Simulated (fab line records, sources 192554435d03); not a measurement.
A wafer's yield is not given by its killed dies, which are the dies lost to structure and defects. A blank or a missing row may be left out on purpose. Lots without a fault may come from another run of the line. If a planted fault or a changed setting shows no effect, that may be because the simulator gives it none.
A single fault, viewed from 2 desks :: flow n5-finfet :: each desk has only its own numbers; what lay behind them comes last

## FROM THE METROLOGY DESK
Means of the sampled wafers that have a number, per lot and without regard to the tool the lot ran on: this is what the gauges read. A lot is out of limits, marked OUT, if its mean lies more than 4 standard deviations from the usual mean; the brackets give that distance.
Columns: A = M12_RS at N5_BEOL_M12_RS_MEAS_54, usual 0.0604 ohm/sq
lot: L550
first seen here: day 11 18:38
A: 0.0607

lot: L554
first seen here: day 12 07:44
A: 0.0601

lot: L552
first seen here: day 12 19:44
A: 0.0603

lot: L557
first seen here: day 13 19:47
A: 0.0586

lot: L558
first seen here: day 13 20:25
A: 0.0618

lot: L565
first seen here: day 15 04:50
A: 0.0589

lot: L563
first seen here: day 15 10:05
A: 0.0595

lot: L564
first seen here: day 15 10:19
A: 0.0607

lot: L567
first seen here: day 15 18:26
A: 0.0610

lot: L566
first seen here: day 16 02:01
A: 0.0602

lot: L570
first seen here: day 16 16:37
A: 0.0607

lot: L569
first seen here: day 16 17:25
A: 0.0611

lot: L571
first seen here: day 17 14:33
A: 0.0596

lot: L572
first seen here: day 19 06:44
A: 0.0618
This desk's verdict: no lot among the 14 shows anything out of limits.

## TOOL OWNER'S DESK, krf-scanner-02
The tool's own readings at N5_BEOL_M13_EXPOSE_07 (exposes mask V12): means of the sampled wafers that have a number, for each lot that ran on this tool. A lot is out of limits, marked OUT, if its mean lies more than 4 standard deviations from the usual mean; the brackets give that distance.
Columns: A = exposure-dose-mJ-cm2 at N5_BEOL_M13_EXPOSE_07, usual 24.785; B = focus-offset-nm at N5_BEOL_M13_EXPOSE_07, usual 0.2 nm
lot: L550
first seen here: day 11 19:10
A: 24.777
B: 0.5

lot: L554
first seen here: day 12 08:12
A: 24.787
B: 1.1

lot: L563
first seen here: day 15 10:34
A: 24.790
B: -0.1

lot: L567
first seen here: day 15 18:55
A: 24.796
B: -0.5

lot: L566
first seen here: day 16 02:22
A: 24.780
B: 1.0
This desk's verdict: no lot among the 5 shows anything out of limits.

## PUT TOGETHER
At the metrology desk, nothing out of limits was observed.
The tool owner's desk saw nothing out of limits.

## WHAT WAS PUT IN BY THE SIMULATOR
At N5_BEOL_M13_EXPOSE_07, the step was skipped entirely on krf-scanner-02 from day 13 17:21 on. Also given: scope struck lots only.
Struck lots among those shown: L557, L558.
